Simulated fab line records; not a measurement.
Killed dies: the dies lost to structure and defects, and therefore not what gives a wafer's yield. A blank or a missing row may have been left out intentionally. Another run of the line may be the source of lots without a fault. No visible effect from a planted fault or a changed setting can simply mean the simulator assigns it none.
fab line records -- flow n5_finfet
record lots=4, wafers=12, last_day=17
route steps=1938 shown HKMG_FIN@402 BEOL_M4@1111 PASSIVATION@1936
lots untouched by any fault: they come from a run of this same line in which no faults occurred
start_h: start of the lot's first displayed wafer, in hours after the record's first day -- wait_h: how many hours have passed since the lot's step before this one -- " identical to the entry in the row above -- L1.1+2: a single row standing in for several wafers -- - no value present, or no start provided -- * or withheld: withheld -- < > ~ a bound
route shown NAME@n: a module of which the file shows steps, and the number in the route of the first -- usual: mean/standard deviation taken from wafers without a fault -- same: alike in all rows -- chamber/n: place in a boat -- sites: each site's reading -- _std_site: standard deviation across them -- _edge_site: mean of outer sites minus mean of inner sites -- radius_mm: how far each site lies from the wafer's centre -- mask NAME#n: copy n -- behind: the most recent tool/chamber to have shaped the wafer -- hold: why the lot went on hold/how many hours it stayed there/how the hold came to an end -- device: the transistor (n, p or np) that didn't switch -- end of line: the route-end tests of the same wafers -- a step without rows: its recipe alone -- killed: dies lost to structure and defects at the first sort, not the wafer's yield -- map: a wafer's dies, marking killed ones x, the rest . and places with no die _
set.NAME: the setting as run; set.NAME@STEP: as run at that earlier step -- model.NAME: the simulator's own value behind a step, which no gauge read
lots seen at some steps along the route; tables by step, rows by wafer
services: from which hour (start_h, from the record's first day; less than 0 if before it) a tool's chamber was out of use, for how many hours, and why
## steps
# step N5_HKMG_FIN_ETCH_54
# recipe chemistry=CF4, target=SiARC, target_depth_a=455, mask_material=CAR-ArF, time_s=75.8, ion_energy_ev=80, pressure_mtorr=40, source_w=545, bias_w=36, Ar_flow_sccm=100, cf4_flow_sccm=100, ends=cleared
# step N5_HKMG_FIN_ETCH_55
# recipe chemistry=N2/H2, target=SOC, target_depth_a=2400, temp_c=40, time_s=300, ion_energy_ev=200, mask_material=SiARC, pressure_mtorr=30, source_w=840, bias_w=150, n2_flow_sccm=200, h2_flow_sccm=200
# step N5_HKMG_FIN_STRIP_56
# recipe chemistry=N2/H2, temp_c=40, n2_flow_sccm=200, h2_flow_sccm=200, rf_frequency_hz=6e+07
# step N5_HKMG_FIN_STRIP_57
# recipe chemistry=CF4, resist=SiARC, power_w=300, bias_power_w=75, pressure_mtorr=50, cf4_flow_sccm=150, rf_frequency_hz=6e+07
# step N5_HKMG_FIN_ETCH_58
# recipe chemistry=N2/H2, target=SOC, target_depth_a=2158, ion_energy_ev=50, bias_w=13, time_s=741, pressure_mtorr=30, source_w=875, n2_flow_sccm=200, h2_flow_sccm=200
# step N5_HKMG_FIN_STRIP_93
# recipe chemistry=N2/H2, material=SOC, time_s=20, power_w=500, temp_c=40, pressure_mtorr=50, rf_frequency_hz=6e+07, bias_power_w=8, h2_frac=0.5, n2_flow_sccm=300, h2_flow_sccm=300
# step N5_HKMG_FIN_WET_ETCH_76
# recipe chemistry=dNH4OH, mix=1:50, temp_c=25, target=Al2O3, stop_on=La2O3, target_depth_nm=2.25, dry=ipa_marangoni, rinse_time_s=30, rinse_temp_c=23
# step N5_HKMG_FIN_STRIP_60
# recipe chemistry=N2/H2, power_w=2500, temp_c=300, h2_frac=0.65, time_s=360, pressure_mtorr=withheld, n2_flow_sccm=1750, h2_flow_sccm=3250
# step N5_HKMG_FIN_WET_ETCH_77
# recipe chemistry=dHCl, mix=1:10000, temp_c=25, target=La2O3, stop_on=HfO2, target_depth_nm=2
# step N5_HKMG_FIN_WET_ETCH_78
# recipe chemistry=dNH4OH, mix=1:50, temp_c=25, target=Al2O3, stop_on=La2O3, target_depth_nm=4.5, dry=ipa_marangoni, rinse_time_s=30, rinse_temp_c=23
# step N5_HKMG_FIN_ALD_79
# recipe material=TiN, target_thk_a=15, temp_c=400, ald_precursor_family=TiCl4, ald_co_reactant=NH3, pulse_time_s=1, purge_time_s=3, co_reactant_purge_time_s=2, co_reactant_pulse_time_s=2, ald_cycles=68, pressure_torr=3
# step N5_HKMG_FIN_CVD_62
# recipe material=a-Si, target_thk_a=30, temp_c=500, precursor=Si2H6, pressure_torr=1, time_s=20.8
# step N5_HKMG_FIN_RTA_80
# recipe temp_c=withheld, time_s=2, ambient=N2, idle_temp_c=600, ramp_up_c_per_s=150, ramp_down_c_per_s=60, cool_to_c=600
lot.wafer,tool,chamber,start_h,wait_h
L987.2+3+6,rtp_anneal-02,0,95.59,0.3
L989.1+2+3,rtp_anneal-02,0,107.89,0.1
L992.1+5+6,rtp_anneal-02,0,122.85,0.1
L106.1+4+6,rtp_anneal-01,0,210.20,0.1
# step N5_HKMG_FIN_PRECLEAN_64
# recipe chemistry=dHF, time_s=30, temp_c=25, dilution=withheld
# step N5_HKMG_FIN_WET_ETCH_65
# recipe chemistry=TMAH, temp_c=70, conc_wt_pct=5, target=a-Si, stop_on=TiN, time_s=49, target_depth_nm=3
# step N5_HKMG_FIN_WET_ETCH_81
# recipe chemistry=SC1, target=TiN, stop_on=HfO2, mix=1:1:5, temp_c=60, time_s=57, target_depth_nm=6
# step N5_HKMG_FIN_WET_ETCH_82
# recipe chemistry=dHCl, mix=1:10000, temp_c=25, target=La2O3, stop_on=HfO2, target_depth_nm=2, dry=ipa_marangoni, rinse_time_s=30, rinse_temp_c=23
# step N5_HKMG_FIN_ALD_36
# recipe material=TiN, target_thk_a=10, temp_c=400, ald_precursor_family=TiCl4, ald_co_reactant=NH3, pulse_time_s=1, purge_time_s=3, co_reactant_purge_time_s=2, co_reactant_pulse_time_s=2, ald_cycles=47, pressure_torr=3
# step N5_HKMG_FIN_PWFM_ALD_03
# recipe material=TiN, target_thk_a=20, temp_c=400, ald_precursor_family=TiCl4, ald_co_reactant=NH3, pulse_time_s=1, purge_time_s=3, co_reactant_purge_time_s=2, co_reactant_pulse_time_s=2, ald_cycles=91, pressure_torr=3
# step N5_HKMG_FIN_COAT_29
# recipe resist=SOC, temp_c=250, time_s=60, spin_rpm=1500, resist_thk_nm=300
# step N5_HKMG_FIN_COAT_30
# recipe resist=SiARC, temp_c=220, time_s=60, spin_rpm=1500, resist_thk_nm=35
# step N5_HKMG_FIN_COAT_06
# recipe resist=CAR-ArF, spin_rpm=1500, resist_thk_nm=90
# step N5_HKMG_FIN_EBR_08
# recipe solvent=PGMEA, ebr_width_mm=1.5
# step N5_HKMG_FIN_SOFTBAKE_07
# recipe temp_c=110, time_s=60, resist=CAR-ArF
# step N5_HKMG_FIN_EXPOSE_09
# recipe mask_id=NWFM, na=1.35, source_shape=conventional, sigma_outer=0.8, polarization=unpolarized, dose_mj=39.25
# step N5_HKMG_FIN_PEB_10
# recipe peb_temp_c=withheld, peb_time_s=60, resist=CAR-ArF
# step N5_HKMG_FIN_DEVELOP_11
# recipe develop_time_s=30, developer=TMAH, resist=CAR-ArF, dev_temp_c=23, rinse_liquid=diw, dry=air_spin
# step N5_HKMG_FIN_DESCUM_17
# recipe chemistry=O2, time_s=7.9, source_power_w=50, bias_power_w=20, pressure_mtorr=20, rf_frequency_hz=2.712e+07, temp_c=40, resist=CAR-ArF, o2_flow_sccm=225
# step N5_HKMG_FIN_ETCH_31
# recipe chemistry=CF4, target=SiARC, target_depth_a=455, mask_material=CAR-ArF, time_s=75.8, ion_energy_ev=80, pressure_mtorr=40, source_w=545, bias_w=36, Ar_flow_sccm=100, cf4_flow_sccm=100, ends=cleared
# step N5_HKMG_FIN_ETCH_32
# recipe chemistry=N2/H2, target=SOC, target_depth_a=2400, temp_c=40, time_s=300, ion_energy_ev=200, mask_material=SiARC, pressure_mtorr=30, source_w=840, bias_w=150, n2_flow_sccm=200, h2_flow_sccm=200
# step N5_HKMG_FIN_STRIP_33
# recipe chemistry=N2/H2, temp_c=40, n2_flow_sccm=200, h2_flow_sccm=200, rf_frequency_hz=6e+07
# step N5_HKMG_FIN_STRIP_34
# recipe chemistry=CF4, resist=SiARC, power_w=300, bias_power_w=75, pressure_mtorr=50, cf4_flow_sccm=150, rf_frequency_hz=6e+07
# step N5_HKMG_FIN_ETCH_35
# recipe chemistry=N2/H2, target=SOC, target_depth_a=2158, ion_energy_ev=65, bias_w=5, source_w=3000, time_s=243.4, pressure_mtorr=30, n2_flow_sccm=200, h2_flow_sccm=200
# step N5_HKMG_FIN_STRIP_92
# recipe chemistry=N2/H2, material=SOC, time_s=20, power_w=500, temp_c=40, pressure_mtorr=50, rf_frequency_hz=6e+07, bias_power_w=8, h2_frac=0.5, n2_flow_sccm=300, h2_flow_sccm=300
# step N5_HKMG_FIN_WET_ETCH_18
# recipe chemistry=SC1, target=TiN, mix=1:1:5, temp_c=*, time_s=55, target_depth_nm=5.2, dry=ipa_marangoni, rinse_time_s=30, rinse_temp_c=23
# step N5_HKMG_FIN_STRIP_19
# recipe chemistry=N2/H2, power_w=2500, temp_c=300, h2_frac=0.65, time_s=360, pressure_mtorr=withheld, n2_flow_sccm=1750, h2_flow_sccm=3250
# step N5_HKMG_FIN_ALD_91
# recipe material=TiN, target_thk_a=10, temp_c=400, ald_precursor_family=TiCl4, ald_co_reactant=NH3, pulse_time_s=1, purge_time_s=3, co_reactant_purge_time_s=2, co_reactant_pulse_time_s=2, ald_cycles=47, pressure_torr=3
# step N5_HKMG_FIN_COAT_85
# recipe resist=SOC, temp_c=250, time_s=60, spin_rpm=1500, resist_thk_nm=300
# step N5_BEOL_M4_RC_MEAS_101
# usual DIBL_N=36.2/2.2, DIBL_P=36.1/2.8, IOFF_N=0.16/0.041, IOFF_P=0.21/0.047, IOFF_P_LIN=0.098/0.017, IOFF_P_LONG=0.000102/9.3e-06, ION_N=676/16, ION_P=463/11, SS_N=71.6/0.78, SS_P=73.3/0.86, VT_N=249/3.8, VT_N_LVT=98/4, VT_P=-251/3.9, VT_P_LONG=-276.7/2.9
lot.wafer,tool,chamber,start_h,wait_h,DIBL_N[mV/V],DIBL_P[mV/V],IOFF_N[nA/um],IOFF_P[nA/um],IOFF_P_LIN[nA/um],IOFF_P_LONG[nA/um],ION_N[uA/um],ION_P[uA/um],SS_N[mV/dec],SS_P[mV/dec],VT_N[mV],VT_N_LVT[mV],VT_P[mV],VT_P_LONG[mV]
L987.2,prober-02,0,202.99,0.2,38.7,39.4,0.19,0.26,0.113,0.000102,674,460,72.1,74.6,249,94,-250,-278.2
L987.3,prober-02,0,202.99,0.2,38.1,37.3,0.19,0.22,0.103,9.6e-05,684,461,72.0,74.0,246,94,-250,-276.2
L987.6,prober-02,0,202.99,0.2,36.3,36.4,0.16,0.22,0.101,0.0001,671,467,71.3,73.2,248,96,-248,-276.3
L989.1,prober-01,0,204.38,0.0,33.7,31.9,0.10,0.22,0.109,0.000134,638,456,71.5,72.8,259,115,-245,-268.2
L989.2,prober-01,0,204.38,0.0,36.8,36.7,0.16,0.29,0.137,0.000133,670,472,72.0,74.0,249,108,-243,-265.3
L989.3,prober-01,0,204.38,0.0,36.8,36.7,0.16,0.21,0.096,0.000101,695,471,72.6,74.2,250,96,-251,-279.3
L992.1,prober-01,0,222.97,0.0,36.7,38.9,0.18,0.41,0.185,0.000158,706,504,71.5,74.3,247,109,-235,-262.8
L992.5,prober-01,0,222.97,0.0,35.0,35.5,0.14,0.31,0.150,0.000151,687,494,70.5,74.1,252,113,-237,-263.0
L992.6,prober-01,0,222.97,0.0,40.3,41.0,0.25,0.31,0.134,0.000118,690,472,72.3,74.6,245,92,-245,-274.0
L106.1,prober-02,0,316.31,0.0,38.7,38.0,0.18,0.22,0.099,0.000109,680,455,71.5,73.2,248,97,-252,-276.3
L106.4,prober-02,0,316.31,0.0,39.2,38.6,0.19,0.23,0.102,0.000103,674,455,72.0,73.8,247,96,-251,-275.6
L106.6,prober-02,0,316.31,0.0,38.2,37.7,0.19,0.21,0.095,0.000106,699,463,71.2,73.4,244,94,-252,-274.1
# step N5_PASSIVATION_PROBE_49
# usual defect_limited_yield=91.4/1.4, killed_at_M0_to_M3=33/10, killed_at_M4_up=14/6.1, killed_at_contacts=14/6.1, killed_at_front_end=38/9.7, killed_at_other=3.1/2.9, killed_dies=102/17, killed_open=67/13, killed_short=32/8, sort_bin_4_leakage=0.00/0.051, sort_bin_5_function=5.1/0.94, sort_bin_6_memory=3.2/0.68, sort_bin_8_speed=0.02/0.17, sort_n_pass=1078/17, sort_yield_pct=91.3/1.5
# same gross_dies=1180, killed_at_back_side=0
lot.wafer,tool,chamber,start_h,wait_h,defect_limited_yield[%],killed_at_M0_to_M3,killed_at_M4_up,killed_at_contacts,killed_at_front_end,killed_at_other,killed_dies,killed_open,killed_short,sort_bin_4_leakage[%],sort_bin_5_function[%],sort_bin_6_memory[%],sort_bin_8_speed[%],sort_n_pass,sort_yield_pct[%]
L989.1,prober-01,-,310.29,0.0,89.7,31,22,20,44,5,122,88,32,0,5.8,4.0,0.59,1051,89.1
L989.2,prober-01,-,310.34,0.1,90.9,27,18,22,37,3,107,77,28,0,5.5,3.4,0,1073,90.9
L989.3,prober-01,-,310.39,0.1,90.4,27,32,18,35,1,113,86,25,0,5.5,3.6,0,1067,90.4
L992.1,prober-01,-,330.55,0.0,91.6,17,15,16,47,4,99,65,22,0.34,4.6,2.7,0,1077,91.3
L992.5,prober-01,-,330.75,0.2,89.6,26,12,16,61,8,123,83,27,0,5.2,4.2,0,1057,89.6
L992.6,prober-01,-,330.80,0.3,92.7,27,13,13,30,3,86,64,22,0,4.2,2.8,0,1094,92.7
# killed by level:class
L989.1 MOL_CONTACT_COAG:geometric_particle:open=17 FIN_SAQP:geometric_particle:open=9 STI_FIN_REVEAL:geometric_particle:open=9 BEOL_M3:geometric_particle:open=9 BEOL_M4:geometric_particle:open=8 BEOL_M0_SAQP:geometric_particle:short=7 DUMMY_GATE:geometric_particle:open=6 FIN_SAQP:geometric_particle:short=5
L989.2 MOL_CONTACT_COAG:geometric_particle:open=14 STI_FIN_REVEAL:geometric_particle:open=11 BEOL_M4:geometric_particle:open=10 FIN_SAQP:geometric_particle:open=8 MOL_CONTACT_COAG:geometric_particle:short=8 BEOL_M1:geometric_particle:open=7 BEOL_M3:geometric_particle:open=7 BEOL_M0_SAQP:geometric_particle:open=5
L989.3 BEOL_M4:geometric_particle:open=21 MOL_CONTACT_COAG:geometric_particle:open=13 BEOL_M1:geometric_particle:open=8 FIN_SAQP:geometric_particle:open=7 STI_FIN_REVEAL:geometric_particle:open=7 BEOL_M3:geometric_particle:open=7 GATE_CUT:geometric_particle:short=5 MOL_CONTACT_COAG:geometric_particle:short=5
L992.1 MOL_CONTACT_COAG:geometric_particle:open=14 STI_FIN_REVEAL:geometric_particle:open=13 HKMG_FIN:area_etch=10 DUMMY_GATE:geometric_particle:open=8 BEOL_M0_SAQP:geometric_particle:short=5 BEOL_M0_SAQP:geometric_particle:open=5 BEOL_M4:geometric_particle:open=5 STI_FIN_REVEAL:geometric_particle:short=4
L992.5 STI_FIN_REVEAL:geometric_particle:open=17 MOL_CONTACT_COAG:geometric_particle:open=15 HKMG_FIN:area_etch=12 DUMMY_GATE:geometric_particle:open=8 BEOL_M2:geometric_particle:open=8 BEOL_M0_SAQP:geometric_particle:open=7 BEOL_M0_SAQP:geometric_particle:short=5 STI_FIN_REVEAL:geometric_particle:short=4
L992.6 STI_FIN_REVEAL:geometric_particle:open=18 BEOL_M2:geometric_particle:open=9 MOL_CONTACT_COAG:geometric_particle:open=7 MOL_CONTACT_COAG:geometric_particle:short=6 BEOL_M0:geometric_particle:open=5 DUMMY_GATE:geometric_particle:open=4 BEOL_M0_SAQP:geometric_particle:open=4 BEOL_M4:geometric_particle:open=4
## services
tool,chamber,start_h,hours,kind
rtp_anneal-02,-,112.97,3.1,pm
## key
first_sign step=N5_BEOL_M4_RC_MEAS_101, reading=IOFF_P_LONG, direction=up, sigmas=4.6, usual=0.000102, struck=0.000144
effect step=N5_BEOL_M4_RC_MEAS_101, reading=VT_P_LONG, direction=up, sigmas=4, usual=-276.7, struck=-264.8
effect step=N5_BEOL_M4_RC_MEAS_101, reading=VT_N_LVT, direction=up, sigmas=3.4, usual=98, struck=111
effect step=N5_BEOL_M4_RC_MEAS_101, reading=VT_P, direction=up, sigmas=2.9, usual=-251, struck=-240
effect step=N5_BEOL_M4_RC_MEAS_101, reading=IOFF_P_LIN, direction=up, sigmas=2.8, usual=0.098, struck=0.145
effect step=N5_BEOL_M4_RC_MEAS_101, reading=IOFF_P, direction=up, sigmas=2.1, usual=0.21, struck=0.31, wafers_moved=2
effect step=N5_BEOL_M4_RC_MEAS_101, reading=ION_P, direction=up, sigmas=1.8, usual=463, struck=482
met_at N5_HKMG_FIN_RTA_80
struck_wafers L989.1,L989.2,L992.1,L992.5
baseline_loss step=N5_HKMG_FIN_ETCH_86, wafers=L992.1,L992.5
onset_between 95.59 107.89
fault kind=process_parameter_drift, tool=rtp_anneal-02, chamber=-, onset_h=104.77, steps=N5_HKMG_FIN_RTA_80, channel=time_s, offset=*, shape=step, end_h=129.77, scope=struck_wafers_only, acts_in=*, stated=*
# baseline_loss: these wafers lose ten dies or more at that step, a loss of the line's own and not of a fault; the sort's usual values leave them out
